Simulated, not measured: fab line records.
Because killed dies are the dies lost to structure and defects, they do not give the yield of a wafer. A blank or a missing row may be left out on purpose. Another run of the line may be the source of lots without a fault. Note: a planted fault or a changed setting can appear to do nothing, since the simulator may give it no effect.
Chamber matching	flow n5_finfet	rie_diel-02 running N5_GATE_CUT_ETCH_37: 4 sister chambers
The step etches SOC in N2/H2, target depth 60 nm, overetch 12 nm, time 90 s. 4 wafers are shown with their chamber, then 12 later ones without.

== WAFERS WITH THEIR CHAMBER ==
wafer	chamber	drypump_motor_current_A (A)
L094.1	0	5.9
L094.4	1	5.4
L094.5	2	5.1
L094.6	3	5.8

== WAFERS WITHOUT THEIR CHAMBER ==
wafer	drypump_motor_current_A (A)
L095.1	5.4
L095.2	5.2
L095.3	5.8
L095.4	5.9
L095.5	5.8
L095.6	5.9
L096.2	5.9
L096.4	5.4
L096.6	5.4
L097.3	5.4
L097.4	5.9
L097.5	5.4

== WHICH CHAMBER EACH ONE RAN IN ==
wafer	from the rows above	in truth
L095.1	1	1
L095.2	2	2
L095.3	3	3
L095.4	0	0
L095.5	3	3
L095.6	0	0
L096.2	0	0
L096.4	1	1
L096.6	1	1
L097.3	1	1
L097.4	0	0
L097.5	1	1
Placed correctly: 12 of 12. Number that these rows cannot place: 0. Number placed wrongly: 0.
How it was worked out, from the rows above alone: a wafer's distance from a chamber is the root of the sum, over the readings, of the square of ((its reading less the chamber's mean) divided by the reading's scatter). If the next closest chamber is less than 2 further off than the closest, the wafer can't be placed; otherwise it belongs to the closest. A chamber's mean is the mean of its shown wafers. The scatter: root of mean squared gap, hidden wafer to nearest shown wafer, with one shown wafer a chamber.
